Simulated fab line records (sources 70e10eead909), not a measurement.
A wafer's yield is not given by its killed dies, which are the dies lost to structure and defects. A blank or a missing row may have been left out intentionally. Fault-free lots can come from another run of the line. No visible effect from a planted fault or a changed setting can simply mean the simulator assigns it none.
fab line records | flow nandHarc
record: lots: 6 wafers: 18 lastDay: 32
route steps=1302 shown A_STAIRCASE@807 END@1302
lots with no fault: from the same line, run without faults
startH: hours from the record's first day to the start of the lot's first wafer shown | waitH: hours elapsed since this lot's preceding step | " unchanged from the row above | L1.1+2: a row that stands for several wafers | - no value present, or no start provided | * or withheld: withheld | < > ~ a bound
route shown NAME@n: a module of which the file shows steps, and the number in the route of the first | usual: mean and standard deviation over wafers with no fault | same: alike in all rows | chamber/n: place in a boat | sites: each site's reading | _std_site: their standard deviation | _edge_site: mean of outer sites minus mean of inner sites | radiusMm: for every site, how far away it sits from the centre of the wafer | mask NAME#n: copy n | behind: the last tool/chamber to shape the wafer | hold: why the lot went on hold/how many hours it stayed there/how the hold came to an end | device: transistor that didn't switch, given as n, p or np | end of line: the same wafers' tests at the end of the route | step lacking rows: just its recipe | killed: the dies lost at the first sort to structure and to defects; this is not the yield of the wafer | map: the dies of a wafer, with x for killed, . for not killed, _ for no die there
set.NAME: the run value of the setting; set.NAME@STEP: its run value at that earlier step | model.NAME: the simulator's own value behind a step, which no gauge read
lots at selected steps of the route; one table per step, one row per wafer
services: a tool's chamber out of use, with start hour (startH, from the record's first day; less than 0 if before it), hours out, and reason
== steps ==
step: NHARC_A_STAIRCASE_DESCUM_291
recipe: timeS: 3 o2FlowSccm: 200 arFlowSccm: 0 biasPowerW: 0 chemistry: O2
step: NHARC_A_STAIRCASE_ETCH_292
recipe: cf4FlowSccm: 100 chf3FlowSccm: 30 arFlowSccm: 0 rfW: 500 biasW: 200 chemistry: CF4/CHF3
step: NHARC_A_STAIRCASE_HM_OPEN_460
recipe: o2FlowSccm: 400 cosFlowSccm: 20 arFlowSccm: 0 rfW: 500 biasW: 300 chemistry: O2/COS
step: NHARC_A_STAIRCASE_STRIP_461
recipe: o2FlowSccm: 400 cosFlowSccm: 20 arFlowSccm: 0 biasW: 0 chemistry: O2/COS
step: NHARC_A_STAIRCASE_ETCH_452
recipe: targetDepthA: 300 overetchA: 30 timeS: 16.5 ionEnergyEv: 100 cf4FlowSccm: 80 o2FlowSccm: 20 arFlowSccm: 0 rfW: 300 biasW: 100 chemistry: CF4/O2
step: NHARC_A_STAIRCASE_ETCH_294
recipe: targetDepthA: 49890 timeS: 1211.6 ionEnergyEv: 800 c4f8FlowSccm: 80 o2FlowSccm: 60 arFlowSccm: withheld rfW: 600 biasW: 3000 chemistry: C4F8/O2/Ar
usual: biasW: 3002/9.7 oesProductAu: 0.929/0.01 rfVppV: 1823/11
columns lot.wafer tool chamber startH waitH biasW oesProductAu rfHoursCounterH rfVppV
L725.3 rieDiel-05 2 - - 3007 0.918 42 1831
L725.4 " 0 " " 2996 0.935 40 1813
L725.2 " 1 " " 3005 0.935 40 1817
L730.3 rieDiel-11 1 - - 3004 0.927 4 1817
L730.2 " 2 " " 3012 0.945 4 1808
L730.1 " 0 " " 2992 0.918 5 1824
L732.2 rieDiel-11 3 - - 3000 0.923 5 1843
L732.1 " 0 " " 2997 0.904 6 1823
L732.6 " 3 " " 2979 0.926 - 1845
L733.2 rieDiel-05 0 - - 3011 0.936 18 1813
L733.3 " 1 " " 3009 0.931 14 1817
L733.5 " 3 " " 3003 0.925 - 1813
L742.3 rieDiel-04 2 - - 3001 0.931 10 1817
L742.4 " 3 " " 3010 0.917 10 1846
L742.6 " 2 " " 3011 0.926 - 1819
L743.1 rieDiel-04 2 - - 3012 0.924 12 1818
L743.2 " 3 " " 2999 0.913 12 1845
L743.4 " 1 " " 3002 0.924 11 1827
step: NHARC_A_STAIRCASE_STRIP_295
recipe: o2FlowSccm: 500 arFlowSccm: 0 biasW: 0 chemistry: O2
usual: drypumpMotorCurrentA: 5.9/0.45 mfcArSccm: 0.007/0.012 oesProductAu: 0.999/0.0093 rfVppV: 57.7/0.95 showerheadPlenumPTorr: 3.47/0.15 throttleValvePct: 17.037/0.0094
same: biasW: 0
columns lot.wafer tool chamber startH waitH drypumpMotorCurrentA mfcArSccm oesProductAu rfHoursCounterH rfVppV showerheadPlenumPTorr throttleValvePct
L725.3 rieDiel-05 0 - - 6.7 0 1.002 41 58.5 3.33 17.040
L725.4 " 1 " " 5.3 0.016 1.008 40 57.6 3.38 17.036
L725.2 " 3 " " 5.8 0.004 0.996 41 58.3 3.34 17.047
L730.2 rieDiel-11 0 - - 6.3 0 0.990 5 58.4 3.47 17.032
L730.1 " 1 " " 5.8 0 0.997 5 56.1 3.41 17.019
L730.3 " 2 " " 5.5 0.017 1.001 4 56.6 3.30 17.023
L732.1 rieDiel-11 1 - - 5.8 0 0.992 5 57.3 3.41 17.031
L732.2 " 2 " " 5.5 0.017 1.001 5 56.7 3.30 17.024
L732.6 " 2 " " 5.5 0.017 1.003 - 58.3 3.30 17.036
L733.3 rieDiel-05 3 - - 5.8 0.004 0.998 20 56.0 3.32 17.032
L733.2 " 2 " " 6.2 0.004 0.995 18 57.5 3.58 17.040
L733.5 " 3 " " 5.8 0.004 0.994 - 58.4 3.32 17.031
L742.4 rieDiel-04 1 - - 5.7 0 0.987 10 57.7 3.52 17.030
L742.3 " 2 " " 5.6 0.034 0.979 10 58.3 3.42 17.037
L742.6 " 0 " " 6.6 0 1.000 - 57.4 3.55 17.042
L743.1 rieDiel-04 1 - - 5.7 0 0.995 12 57.6 3.52 17.038
L743.4 " 2 " " 5.6 0.034 0.983 13 58.0 3.42 17.023
L743.2 " 0 " " 6.6 0 1.013 12 59.5 3.55 17.048
step: NHARC_A_STAIRCASE_STRIP_296
recipe: timeS: 900 tempC: 130 chemistry: SPM
step: NHARC_A_STAIRCASE_PRECLEAN_297
recipe: timeS: * tempC: 50 bathAgeMin: 0 chemistry: SC1
step: NHARC_A_STAIRCASE_SRD_298
step: NHARC_A_STAIRCASE_HM_DEP_462
recipe: targetThkA: 8000 tempC: 400 material: aC
step: NHARC_A_STAIRCASE_DEP_301
recipe: targetThkA: 300 targetThkNm: 30 tempC: 400 pressureTorr: 3.5 flowSccm: 200 rfW: 350 material: SiON
usual: heaterPowerW: 712/140 rfFwdPowerW: 348.6/1.1 showerheadVppV: 1135/47
columns lot.wafer tool chamber startH waitH heaterPowerW rfFwdPowerW showerheadVppV
L725.3 pecvd-03 2 385.04 0.9 897 348.0 1106
L725.2 " 1 " " 688 350.4 1160
L725.4 " 2 " " 873 349.3 1093
L730.1 pecvd-02 1 462.54 1.5 862 347.8 1053
L730.3 " 2 " " 757 349.1 1143
L730.2 " 0 " " 589 349.0 1231
L732.2 pecvd-02 0 464.79 1.2 537 490.5 1423
L732.1 " 1 " " 764 489.3 1256
L732.6 " 1 " " 756 489.0 1237
L733.3 pecvd-02 0 471.78 0.9 639 487.8 1413
L733.2 " 1 " " 732 490.2 1234
L733.5 " 0 " " 623 487.6 1435
L742.3 pecvd-01 1 578.30 1.0 809 349.8 1129
L742.4 " 2 " " 544 350.0 1154
L742.6 " 1 " " 805 348.6 1116
L743.1 pecvd-03 2 586.77 1.6 859 348.6 1108
L743.2 " 0 " " 637 348.8 1086
L743.4 " 1 " " 693 348.6 1145
step: NHARC_A_STAIRCASE_DEHYDRATE_302
recipe: tempC: 150 timeS: 120
step: NHARC_A_STAIRCASE_HMDS_303
recipe: timeS: 30
step: NHARC_A_STAIRCASE_COAT_304
recipe: spinRpm: 1200
step: NHARC_A_STAIRCASE_SOFTBAKE_305
recipe: tempC: 135 timeS: 170
step: NHARC_A_STAIRCASE_EBR_306
step: NHARC_A_STAIRCASE_EXPOSE_307
recipe: na: 0.5 doseMj: 45.72 maskId: CHOP_50
step: NHARC_A_STAIRCASE_PEB_308
recipe: pebTempC: 115 pebTimeS: 130
step: NHARC_A_STAIRCASE_DEVELOP_309
recipe: timeS: 140
step: NHARC_A_STAIRCASE_HARDBAKE_311
recipe: tempC: 120 timeS: 140
step: NHARC_A_STAIRCASE_DESCUM_312
recipe: timeS: 3 o2FlowSccm: 200 arFlowSccm: 0 biasPowerW: 0 chemistry: O2
step: NHARC_A_STAIRCASE_ETCH_313
recipe: cf4FlowSccm: 100 chf3FlowSccm: 30 arFlowSccm: 0 rfW: 500 biasW: 200 chemistry: CF4/CHF3
step: NHARC_A_STAIRCASE_HM_OPEN_463
recipe: o2FlowSccm: 400 cosFlowSccm: 20 arFlowSccm: 0 rfW: 500 biasW: 300 chemistry: O2/COS
step: NHARC_A_STAIRCASE_STRIP_464
recipe: o2FlowSccm: 400 cosFlowSccm: 20 arFlowSccm: 0 biasW: 0 chemistry: O2/COS
step: NHARC_A_STAIRCASE_ETCH_453
recipe: targetDepthA: 300 overetchA: 30 timeS: 16.5 ionEnergyEv: 100 cf4FlowSccm: 80 o2FlowSccm: 20 arFlowSccm: 0 rfW: 300 biasW: 100 chemistry: CF4/O2
step: NHARC_A_STAIRCASE_ETCH_315
recipe: targetDepthA: 25000 timeS: 607.1 ionEnergyEv: 800 c4f8FlowSccm: 80 o2FlowSccm: 60 arFlowSccm: withheld rfW: 600 biasW: 3000 chemistry: C4F8/O2/Ar
usual: biasW: 2999/8.9 oesProductAu: 0.929/0.011 rfVppV: 1821/11
columns lot.wafer tool chamber startH waitH biasW oesProductAu rfHoursCounterH rfVppV
L725.2 rieDiel-11 0 - - 2992 0.935 46 1824
L725.3 " 1 " " 2994 0.917 46 1820
L725.4 " 2 " " 2995 0.933 43 1810
L730.3 rieDiel-05 1 - - 3007 0.920 12 1815
L730.1 " 3 " " 2978 0.945 17 1813
L730.2 " 0 " " 2997 0.944 16 1812
L732.1 rieDiel-05 2 - - 3001 0.938 17 1830
L732.2 " 0 " " 2982 0.944 17 1813
L732.6 " 3 " " 2979 0.921 - 1811
L733.2 rieDiel-05 1 - - 2997 0.918 16 1815
L733.3 " 3 " " 3002 0.921 22 1809
L733.5 " 2 " " 3007 0.941 - 1830
L742.4 rieDiel-04 2 - - 3003 0.936 11 1819
L742.3 " 3 " " 2999 0.918 12 1848
L742.6 " 1 " " 3013 0.928 - 1825
L743.1 rieDiel-04 2 - - 2998 0.920 18 1819
L743.4 " 3 " " 3003 0.922 22 1846
L743.2 " 0 " " 2992 0.939 20 1829
step: NHARC_A_STAIRCASE_STRIP_316
recipe: o2FlowSccm: 500 arFlowSccm: 0 biasW: 0 chemistry: O2
usual: drypumpMotorCurrentA: 5.9/0.46 mfcArSccm: 0.006/0.0099 oesProductAu: 0.998/0.011 rfVppV: 57.8/0.91 showerheadPlenumPTorr: 3.46/0.15 throttleValvePct: 17.037/0.0086
same: biasW: 0
columns lot.wafer tool chamber startH waitH drypumpMotorCurrentA mfcArSccm oesProductAu rfHoursCounterH rfVppV showerheadPlenumPTorr throttleValvePct
L725.3 rieDiel-11 0 - - 6.3 0 1.011 46 57.8 3.48 17.036
L725.2 " 1 " " 5.8 0 0.988 46 58.4 3.43 17.035
L725.4 " 2 " " 5.5 0.017 1.008 43 57.0 3.32 17.042
L730.2 rieDiel-05 2 - - 6.3 0.004 1.008 16 57.4 3.58 17.038
L730.1 " 3 " " 5.7 0.004 0.990 18 57.3 3.33 17.026
L730.3 " 0 " " 6.7 0 1.006 16 56.7 3.32 17.046
L732.2 rieDiel-05 0 - - 6.7 0 1.020 17 57.0 3.32 17.062
L732.1 " 3 " " 5.8 0.004 1.007 19 57.9 3.32 17.046
L732.6 " 1 " " 5.3 0.016 0.997 - 58.7 3.37 17.043
L733.3 rieDiel-05 1 - - 5.3 0.016 0.986 16 56.6 3.37 17.055
L733.2 " 0 " " 6.7 0 1.006 20 58.2 3.32 17.036
L733.5 " 2 " " 6.2 0.004 1.004 - 57.2 3.57 17.012
L742.4 rieDiel-04 1 - - 5.7 0 0.999 11 59.7 3.52 17.044
L742.3 " 3 " " 5.6 0 0.976 12 58.4 3.80 17.055
L742.6 " 0 " " 6.6 0 1.009 - 58.0 3.55 17.032
L743.2 rieDiel-04 3 - - 5.6 0 0.989 22 58.6 3.79 17.038
L743.1 " 0 " " 6.6 0 1.007 21 59.0 3.55 17.031
L743.4 " 2 " " 5.6 0.034 0.989 18 58.8 3.42 17.045
step: NHARC_A_STAIRCASE_STRIP_317
recipe: timeS: 900 tempC: 130 chemistry: SPM
step: NHARC_A_STAIRCASE_PRECLEAN_318
recipe: timeS: * tempC: 50 bathAgeMin: 0 chemistry: SC1
step: NHARC_A_STAIRCASE_SRD_329
step: NHARC_A_STAIRCASE_ALD_415
recipe: targetThkA: 300 pulseTimeS: 6 aldCycles: 300 tempC: 300 material: SiO2
usual: heaterPowerW: 457/35 precursorPulseHeightRel: 0.998/0.019
columns lot.wafer tool chamber startH waitH heaterPowerW precursorPulseHeightRel
L725.3 aldHk-03 1 388.01 0.1 480 1.028
L725.4 " 2 " " 476 0.995
L725.2 " 0 " " 436 0.985
L730.3 aldHk-03 1 465.75 0.1 477 1.005
L730.2 " 2 " " 477 1.004
L730.1 " 3 " " 437 1.025
L732.1 aldHk-03 3 468.35 0.5 430 1.014
L732.2 " 0 " " 429 1.009
L732.6 " 1 " " 478 1.005
L733.2 aldHk-03 0 474.67 0.1 420 1.012
L733.3 " 2 " " 464 1.013
L733.5 " 0 " " 406 0.956
L742.3 aldHk-03 1 581.61 0.5 450 0.984
L742.4 " 2 " " 497 0.978
L742.6 " 3 " " 415 0.998
L743.1 aldHk-02 3 595.16 0.1 396 0.979
L743.2 " 0 " " 506 1.005
L743.4 " 1 " " 455 0.966
step: NHARC_END_SORT_01
recipe: tempC: 25
usual: killedAtArray: 62/15 killedAtOther: 0.8/1 killedAtPeriphery: 3.7/2.6 killedDies: 66/15 killedOpen: 3.1/1.8 killedShort: 2.6/1.7
same: grossDies: 677
columns lot.wafer tool chamber startH waitH killedAtArray killedAtOther killedAtPeriphery killedDies killedOpen killedShort
L725.2 prober-01 0 558.67 2.8 49 0 4 53 4 4
L725.3 prober-01 0 559.46 3.1 70 1 1 72 3 8
L725.4 prober-01 0 560.26 3.4 55 0 0 55 3 4
L732.1 prober-01 0 646.00 2.5 71 0 10 81 2 0
L732.2 prober-01 0 646.80 2.8 54 0 10 64 2 4
L732.6 prober-01 0 649.99 4.0 52 2 14 68 1 3
L733.2 prober-01 0 656.05 2.8 66 0 3 69 3 0
L733.3 prober-01 0 656.85 3.1 56 0 2 58 4 0
L733.5 prober-01 0 658.44 3.7 58 0 2 60 3 3
L743.1 prober-02 0 775.14 2.5 65 1 6 72 4 0
L743.2 prober-02 0 775.94 2.8 88 0 5 93 5 3
L743.4 prober-02 0 777.55 3.4 70 0 6 76 2 4
killed by level:class
L725.2 A_CHANNEL_HOLE_D1:chamberFilmFlake=26 A_CHANNEL_HOLE_D2:chamberFilmFlake=11 A_CONTACT:chamberFilmFlake=3 A_STAIRCASE:chamberFilmFlake=2 P_CONTACT:geometricParticle:short=1 P_CONTACT:geometricParticle:open=1 P_M0:geometricParticle:short=1 A_ONON_D2:geometricParticle:open=1
L725.3 A_CHANNEL_HOLE_D1:chamberFilmFlake=39 A_CHANNEL_HOLE_D2:chamberFilmFlake=7 A_STAIRCASE:chamberFilmFlake=6 A_CONTACT:chamberFilmFlake=4 A_WL_FILL:chamberFilmFlake=3 A_ONON_D1:geometricParticle:short=2 A_CHANNEL_FILL_D2:geometricParticle:open=2 A_ONON_D2:geometricParticle:short=1
L725.4 A_CHANNEL_HOLE_D1:chamberFilmFlake=24 A_STAIRCASE:chamberFilmFlake=10 A_CHANNEL_HOLE_D2:chamberFilmFlake=9 A_CHANNEL_FILL_D1:chamberFilmFlake=3 A_CHANNEL_FILL_D1:geometricParticle:short=1 A_ONON_D2:geometricParticle:short=1 A_ONON_D2:geometricParticle:open=1 A_CHANNEL_HOLE_D2:geometricParticle:short=1
L732.1 A_CHANNEL_HOLE_D1:chamberFilmFlake=40 A_CHANNEL_HOLE_D2:chamberFilmFlake=16 A_CONTACT:chamberFilmFlake=9 P_GATE:chamberFilmFlake=8 A_ZERO_WELL:chamberFilmFlake=2 A_SLIT:chamberFilmFlake=2 A_ONON_D2:geometricParticle:open=1 A_SGD_CUT:geometricParticle:open=1
L732.2 A_CHANNEL_HOLE_D1:chamberFilmFlake=24 A_CHANNEL_HOLE_D2:chamberFilmFlake=14 A_CONTACT:chamberFilmFlake=8 P_GATE:chamberFilmFlake=5 P_M1:geometricParticle:short=2 P_M1:chamberFilmFlake=2 A_DECK1_JOINT:chamberFilmFlake=2 A_ONON_D2:geometricParticle:open=1
L732.6 A_CHANNEL_HOLE_D1:chamberFilmFlake=25 A_CHANNEL_HOLE_D2:chamberFilmFlake=13 P_GATE:chamberFilmFlake=7 A_CONTACT:chamberFilmFlake=5 A_SLIT:chamberFilmFlake=4 P_STI:chamberFilmFlake=3 A_DECK1_JOINT:geometricParticle:short=2 A_ZERO_WELL:chamberFilmFlake=2
L733.2 A_CHANNEL_HOLE_D1:chamberFilmFlake=35 A_CHANNEL_HOLE_D2:chamberFilmFlake=15 A_CONTACT:chamberFilmFlake=9 P_M0:chamberFilmFlake=2 A_M0:chamberFilmFlake=2 P_CONTACT:geometricParticle:open=1 A_CHANNEL_FILL_D1:geometricParticle:open=1 A_WL_FILL:geometricParticle:open=1
L733.3 A_CHANNEL_HOLE_D1:chamberFilmFlake=29 A_CHANNEL_HOLE_D2:chamberFilmFlake=12 A_CONTACT:chamberFilmFlake=7 A_STAIRCASE:chamberFilmFlake=2 P_M0:geometricParticle:open=1 A_CHANNEL_HOLE_D1:geometricParticle:open=1 A_ONON_D2:geometricParticle:open=1 A_M1:geometricParticle:open=1
L733.5 A_CHANNEL_HOLE_D1:chamberFilmFlake=35 A_CHANNEL_HOLE_D2:chamberFilmFlake=9 A_CONTACT:chamberFilmFlake=6 A_M0:chamberFilmFlake=2 P_M0:geometricParticle:open=1 A_CHANNEL_FILL_D1:geometricParticle:short=1 A_DECK1_JOINT:geometricParticle:open=1 A_ONON_D2:geometricParticle:short=1
L743.1 A_CHANNEL_HOLE_D2:chamberFilmFlake=25 A_CHANNEL_HOLE_D1:chamberFilmFlake=22 A_BONDPAD:chamberFilmFlake=6 P_M1:chamberFilmFlake=4 A_STAIRCASE:chamberFilmFlake=4 A_SLIT:chamberFilmFlake=3 A_CONTACT:chamberFilmFlake=2 P_CONTACT:geometricParticle:open=1
L743.2 A_CHANNEL_HOLE_D1:chamberFilmFlake=38 A_CHANNEL_HOLE_D2:chamberFilmFlake=25 A_CONTACT:chamberFilmFlake=10 A_BONDPAD:chamberFilmFlake=4 P_M1:chamberFilmFlake=3 A_STAIRCASE:chamberFilmFlake=2 P_M0:geometricParticle:open=1 A_ONON_D1:geometricParticle:short=1
L743.4 A_CHANNEL_HOLE_D2:chamberFilmFlake=26 A_CHANNEL_HOLE_D1:chamberFilmFlake=22 A_CONTACT:chamberFilmFlake=7 P_M1:chamberFilmFlake=3 A_BONDPAD:chamberFilmFlake=3 A_SLIT:chamberFilmFlake=2 A_STAIRCASE:chamberFilmFlake=2 A_CHANNEL_HOLE_D1:geometricParticle:short=1
== services ==
columns tool chamber startH hours kind
rieDiel-04 - 357.72 9.0 pm
pecvd-03 - 366.56 13.0 pm
rieDiel-11 1 368.49 3.0 repair
rieDiel-05 - 379.33 0.6 repair
rieDiel-11 0 382.77 2.6 repair
rieDiel-05 2 387.19 2.6 repair
aldHk-03 - 390.09 10.0 pm
rieDiel-04 2 396.83 6.5 repair
aldHk-03 - 403.82 0.3 repair
rieDiel-05 - 406.66 9.0 pm
pecvd-02 - 409.01 13.0 pm
pecvd-03 - 419.24 0.4 repair
rieDiel-05 1 430.65 7.7 repair
rieDiel-11 - 433.46 9.0 pm
rieDiel-04 3 453.51 2.3 repair
pecvd-02 2 464.17 6.2 repair
pecvd-02 0 510.27 3.6 repair
rieDiel-04 - 534.72 9.0 pm
pecvd-02 1 559.37 4.9 repair
aldHk-03 - 568.09 10.0 pm
pecvd-02 - 572.78 1.7 repair
rieDiel-11 2 580.32 2.7 repair
rieDiel-05 - 583.66 9.0 pm
pecvd-02 - 590.01 13.0 pm
== key ==
firstSign: step: NHARC_A_STAIRCASE_DEP_301 reading: rfFwdPowerW direction: up sigmas: 99+ usual: * struck: *
effect: step: NHARC_A_STAIRCASE_DEP_301 reading: showerheadVppV direction: up sigmas: 4.2 usual: 1135 struck: 1333
metAt NHARC_A_STAIRCASE_DEP_301
struckWafers L732.1,L732.2,L732.6,L733.2,L733.3,L733.5
testerLeftOut L732,L733
onsetBetween 462.54 464.79
fault: kind: processParameterDrift tool: pecvd-02 chamber: - onsetH: 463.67 steps: NHARC_A_STAIRCASE_DEP_301 channel: rfW offset: * shape: step endH: 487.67 actsIn: * stated: *
testerLeftOut: of these lots the tester's yield and bins aren't shown, on N5 and GAA mostly nor the transistor test; their killed dies are dies lost to structure and defects alone, not to doping, threshold or leakage, so they don't give the yield
